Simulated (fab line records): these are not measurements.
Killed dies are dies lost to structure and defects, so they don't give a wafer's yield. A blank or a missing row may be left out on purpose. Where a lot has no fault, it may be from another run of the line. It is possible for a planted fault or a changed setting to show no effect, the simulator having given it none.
Which tool is to blame? / flow nand-harc / 13 lots with 39 wafers sampled at 6 steps, on a route of 1302 steps

WHAT THE GAUGES SHOWED, per wafer
NHARC_A_M0_CD_MEAS_09 targets a cd of 80 nm.
lot=L175; measured=day 23 05:42; on=cd-sem-03; cd-nm (nm)=80.2 78.9 79.8
lot=L174; measured=day 23 07:16; on=cd-sem-03; cd-nm (nm)=79.6 79.4 80.0
lot=L177; measured=day 24 00:14; on=cd-sem-01; cd-nm (nm)=79.1 80.0 78.8
lot=L178; measured=day 24 00:53; on=cd-sem-03; cd-nm (nm)=79.8 80.0 79.2
lot=L180; measured=day 24 11:48; on=cd-sem-03; cd-nm (nm)=80.7 80.2 80.4
lot=L179; measured=day 24 13:26; on=cd-sem-02; cd-nm (nm)=81.3 80.2 81.5
lot=L181; measured=day 25 07:42; on=cd-sem-02; cd-nm (nm)=79.5 80.0 80.8
lot=L184; measured=day 26 07:25; on=cd-sem-03; cd-nm (nm)=80.2 80.8 80.0
lot=L183; measured=day 26 11:49; on=cd-sem-03; cd-nm (nm)=80.0 80.3 80.5
lot=L193; measured=day 30 11:44; on=cd-sem-01; cd-nm (nm)=76.8 77.4 76.5 76.9 77.7 76.7
lot=L194; measured=day 30 12:28; on=cd-sem-02; cd-nm (nm)=76.3 76.2 75.8 75.9 75.2 75.7
lot=L195; measured=day 31 11:24; on=cd-sem-02; cd-nm (nm)=79.8 79.5 79.9
lot=L196; measured=day 31 17:07; on=cd-sem-01; cd-nm (nm)=79.7 80.5 80.6

NHARC_END_SORT_01.
lot=L180; measured=day 26 06:03; on=prober-01; defect-limited-yield (%)=87 85 90; killed-at-array=83 93 58; killed-at-other=1 2 2; killed-at-periphery=6 7 7; killed-dies=90 102 67; killed-open=2 2 4; killed-short=5 9 3
lot=L193; measured=day 33 09:31; on=prober-01; defect-limited-yield (%)=88 88 88; killed-at-array=82 78 76; killed-at-other=0 0 0; killed-at-periphery=1 1 4; killed-dies=83 79 80; killed-open=5 3 3; killed-short=3 1 1
lot=L194; measured=day 32 20:57; on=prober-01; defect-limited-yield (%)=92 91 92; killed-at-array=50 61 50; killed-at-other=1 0 0; killed-at-periphery=2 1 4; killed-dies=53 62 54; killed-open=0 4 3; killed-short=0 2 4

TOOL THAT RAN EACH LOT (tool first, then ch and the chambers of the sampled wafers, then the start)
lot=L175; NHARC_A_BLC_PVD_32=pvd-sputter-01, day 23 03:49 or earlier; NHARC_A_BLC_ALD_23=ald-metal-02 ch 1,2, day 23 03:49; NHARC_A_BLC_CMP_25=cmp-03 ch 2,3, day 23 04:33; NHARC_A_M0_DEVELOP_08=litho-track-01 ch 0, day 23 05:00
lot=L174; NHARC_A_BLC_PVD_32=pvd-sputter-02, day 23 05:20 or earlier; NHARC_A_BLC_ALD_23=ald-metal-04 ch 0,1,2, day 23 05:20; NHARC_A_BLC_CMP_25=cmp-01 ch 0,1,3, day 23 06:05; NHARC_A_M0_DEVELOP_08=litho-track-04 ch 0, day 23 07:00
lot=L177; NHARC_A_BLC_PVD_32=pvd-sputter-03, day 23 22:12 or earlier; NHARC_A_BLC_ALD_23=ald-metal-02 ch 0,1, day 23 22:12; NHARC_A_BLC_CMP_25=cmp-02 ch 0,1, day 23 22:55; NHARC_A_M0_DEVELOP_08=litho-track-06 ch 0, day 24 00:00
lot=L178; NHARC_A_BLC_PVD_32=pvd-sputter-01, day 23 22:55 or earlier; NHARC_A_BLC_ALD_23=ald-metal-01 ch 0,1,2, day 23 22:55; NHARC_A_BLC_CMP_25=cmp-01 ch 1,2,3, day 23 23:43; NHARC_A_M0_DEVELOP_08=litho-track-01 ch 0, day 24 00:00
lot=L180; NHARC_A_BLC_PVD_32=pvd-sputter-03, day 24 09:52 or earlier; NHARC_A_BLC_ALD_23=ald-metal-01 ch 0,1, day 24 09:52; NHARC_A_BLC_CMP_25=cmp-03 ch 2,3, day 24 10:37; NHARC_A_M0_DEVELOP_08=litho-track-06 ch 0, day 24 11:00
lot=L179; NHARC_A_BLC_PVD_32=pvd-sputter-02, day 24 11:26 or earlier; NHARC_A_BLC_ALD_23=ald-metal-02 ch 0,1,2, day 24 11:26; NHARC_A_BLC_CMP_25=cmp-01 ch 0,1,2, day 24 12:10; NHARC_A_M0_DEVELOP_08=litho-track-04 ch 0, day 24 13:00
lot=L181; NHARC_A_BLC_PVD_32=pvd-sputter-01, day 25 05:49 or earlier; NHARC_A_BLC_ALD_23=ald-metal-01 ch 0,1, day 25 05:49; NHARC_A_BLC_CMP_25=cmp-02 ch 0,2,3, day 25 06:34; NHARC_A_M0_DEVELOP_08=litho-track-06 ch 0, day 25 07:00
lot=L184; NHARC_A_BLC_PVD_32=pvd-sputter-01, day 26 05:31 or earlier; NHARC_A_BLC_ALD_23=ald-metal-01 ch 0,1,3, day 26 05:31; NHARC_A_BLC_CMP_25=cmp-03 ch 0,1,3, day 26 06:16; NHARC_A_M0_DEVELOP_08=litho-track-01 ch 0, day 26 07:00
lot=L183; NHARC_A_BLC_PVD_32=pvd-sputter-02, day 26 09:47 or earlier; NHARC_A_BLC_ALD_23=ald-metal-02 ch 2,3, day 26 09:47; NHARC_A_BLC_CMP_25=cmp-02 ch 0,3, day 26 10:31; NHARC_A_M0_DEVELOP_08=litho-track-04 ch 0, day 26 11:00
lot=L193; NHARC_A_BLC_PVD_32=pvd-sputter-01, day 30 09:25 or earlier; NHARC_A_BLC_ALD_23=ald-metal-04 ch 0,1,3, day 30 09:25; NHARC_A_BLC_CMP_25=cmp-02 ch 0,1,3, day 30 10:34; NHARC_A_M0_DEVELOP_08=litho-track-04 ch 0, day 30 11:00
lot=L194; NHARC_A_BLC_PVD_32=pvd-sputter-02, day 30 10:24 or earlier; NHARC_A_BLC_ALD_23=ald-metal-02 ch 0,2,3, day 30 10:24; NHARC_A_BLC_CMP_25=cmp-01 ch 0,2,3, day 30 11:08; NHARC_A_M0_DEVELOP_08=litho-track-04 ch 0, day 30 12:00
lot=L195; NHARC_A_BLC_PVD_32=pvd-sputter-02, day 31 09:22 or earlier; NHARC_A_BLC_ALD_23=ald-metal-02 ch 0,2,3, day 31 09:22; NHARC_A_BLC_CMP_25=cmp-01 ch 0,2,3, day 31 10:08; NHARC_A_M0_DEVELOP_08=litho-track-01 ch 0, day 31 11:00
lot=L196; NHARC_A_BLC_PVD_32=pvd-sputter-01, day 31 15:06 or earlier; NHARC_A_BLC_ALD_23=ald-metal-01 ch 1,2,3, day 31 15:06; NHARC_A_BLC_CMP_25=cmp-02 ch 1,2, day 31 15:49; NHARC_A_M0_DEVELOP_08=litho-track-01 ch 0, day 31 17:00
- NHARC_A_BLC_PVD_32: deposits Ti, target thk 5 nm, time 17.7 s.
- NHARC_A_BLC_ALD_23: deposits TiN, target thk 3 nm, pulse time 1 s, ald cycles 150.
- NHARC_A_BLC_CMP_25: polishes, t overpolish 30 s, target thk 150 nm.
- NHARC_A_M0_DEVELOP_08: develop time 35 s.

WHAT THE TOOLS THEMSELVES READ (means of the sampled wafers that have a number; where no wafer has one, the mark that the record gives instead)
NHARC_A_BLC_PVD_32.
lot=L175; tool=pvd-sputter-01; throttle-valve-pct (%)=29.3
lot=L174; tool=pvd-sputter-02; throttle-valve-pct (%)=30.4
lot=L177; tool=pvd-sputter-03; throttle-valve-pct (%)=28.7
lot=L178; tool=pvd-sputter-01; throttle-valve-pct (%)=29.4
lot=L180; tool=pvd-sputter-03; throttle-valve-pct (%)=29.2
lot=L179; tool=pvd-sputter-02; throttle-valve-pct (%)=30.6
lot=L181; tool=pvd-sputter-01; throttle-valve-pct (%)=29.4
lot=L184; tool=pvd-sputter-01; throttle-valve-pct (%)=29.1
lot=L183; tool=pvd-sputter-02; throttle-valve-pct (%)=30.6
lot=L193; tool=pvd-sputter-01; throttle-valve-pct (%)=28.7
lot=L194; tool=pvd-sputter-02; throttle-valve-pct (%)=30.2
lot=L195; tool=pvd-sputter-02; throttle-valve-pct (%)=30.1
lot=L196; tool=pvd-sputter-01; throttle-valve-pct (%)=28.9

NHARC_A_BLC_ALD_23.
lot=L175; tool=ald-metal-02; heater-power-w (W)=1078; precursor-pulse-height-rel=0.987
lot=L174; tool=ald-metal-04; heater-power-w (W)=1266; precursor-pulse-height-rel=1.021
lot=L177; tool=ald-metal-02; heater-power-w (W)=1063; precursor-pulse-height-rel=1.001
lot=L178; tool=ald-metal-01; heater-power-w (W)=1000; precursor-pulse-height-rel=1.013
lot=L180; tool=ald-metal-01; heater-power-w (W)=1001; precursor-pulse-height-rel=0.991
lot=L179; tool=ald-metal-02; heater-power-w (W)=1006; precursor-pulse-height-rel=1.012
lot=L181; tool=ald-metal-01; heater-power-w (W)=998; precursor-pulse-height-rel=1.033
lot=L184; tool=ald-metal-01; heater-power-w (W)=1025; precursor-pulse-height-rel=1.004
lot=L183; tool=ald-metal-02; heater-power-w (W)=1027; precursor-pulse-height-rel=1.005
lot=L193; tool=ald-metal-04; heater-power-w (W)=1178; precursor-pulse-height-rel=1.004
lot=L194; tool=ald-metal-02; heater-power-w (W)=1016; precursor-pulse-height-rel=0.990
lot=L195; tool=ald-metal-02; heater-power-w (W)=1009; precursor-pulse-height-rel=0.988
lot=L196; tool=ald-metal-01; heater-power-w (W)=1053; precursor-pulse-height-rel=1.004

NHARC_A_BLC_CMP_25.
lot=L175; tool=cmp-03; motor-current-A (A)=12.2; overpolish-run-s (s)=30.004; time-to-endpoint-s (s)=29.9
lot=L174; tool=cmp-01; motor-current-A (A)=10.0; overpolish-run-s (s)=29.999; time-to-endpoint-s (s)=29.1
lot=L177; tool=cmp-02; motor-current-A (A)=12.7; overpolish-run-s (s)=30.005; time-to-endpoint-s (s)=30.4
lot=L178; tool=cmp-01; motor-current-A (A)=10.2; overpolish-run-s (s)=30.006; time-to-endpoint-s (s)=28.0
lot=L180; tool=cmp-03; motor-current-A (A)=11.3; overpolish-run-s (s)=30.007; time-to-endpoint-s (s)=28.4
lot=L179; tool=cmp-01; motor-current-A (A)=10.0; overpolish-run-s (s)=29.989; time-to-endpoint-s (s)=31.2
lot=L181; tool=cmp-02; motor-current-A (A)=12.4; overpolish-run-s (s)=30.000; time-to-endpoint-s (s)=29.0
lot=L184; tool=cmp-03; motor-current-A (A)=12.1; overpolish-run-s (s)=30.001; time-to-endpoint-s (s)=29.1
lot=L183; tool=cmp-02; motor-current-A (A)=12.6; overpolish-run-s (s)=29.996; time-to-endpoint-s (s)=29.2
lot=L193; tool=cmp-02; motor-current-A (A)=12.9; overpolish-run-s (s)=29.997; time-to-endpoint-s (s)=30.0
lot=L194; tool=cmp-01; motor-current-A (A)=10.4; overpolish-run-s (s)=29.999; time-to-endpoint-s (s)=27.8
lot=L195; tool=cmp-01; motor-current-A (A)=10.3; overpolish-run-s (s)=30.002; time-to-endpoint-s (s)=30.3
lot=L196; tool=cmp-02; motor-current-A (A)=12.4; overpolish-run-s (s)=30.006; time-to-endpoint-s (s)=32.8

THE ANSWER, worked out from the rows above alone
Rule: usual is defined by the lots themselves. The widest of any qualifying gaps counts: lots, ordered by their means at a reading, are off when they make up no more than a third of the lots, leave a main group of 4 or more, and stand apart from it by 3 or more times the standard deviation of that group's means. The tables above print the reading to a certain number of digits; a main group whose means all agree to those digits is not used. A lot without any number at a reading at which 4 lots or more have one is off too. Any other lot the step has rows for is counted as sound. Order of review: gauges by route order, followed by the tools' own readings, for which a lot's mean as printed above is used. The first step at which some lot is off is used, and at that step the reading that is off furthest; a lot without a number counts as furthest.
Off: L193, L194, at NHARC_A_M0_CD_MEAS_09 (cd-nm). The main group: mean 80.0 nm, standard deviation 0.46.
If a tool, at a process step before that reading, ran all the lots that are off and no sound lot after the first of them, it fits. Those tools and the gauges at NHARC_A_M0_CD_MEAS_09 are tried in the same way. With no start given for some of its lots, NHARC_A_BLC_PVD_32 uses the hours and lot order of NHARC_A_BLC_ALD_23. One fits: litho-track-04 at NHARC_A_M0_DEVELOP_08. Its last sound lot is L183 (day 26 11:00), its first lot that is off L193 (day 30 11:00): a fault that began between those two fits.

WHAT WAS PUT IN BY THE SIMULATOR
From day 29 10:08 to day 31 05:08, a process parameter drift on litho-track-04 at NHARC_A_M0_DEVELOP_08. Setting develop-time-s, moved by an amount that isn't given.
Struck lots among those shown: L193, L194. The rule above found the same.
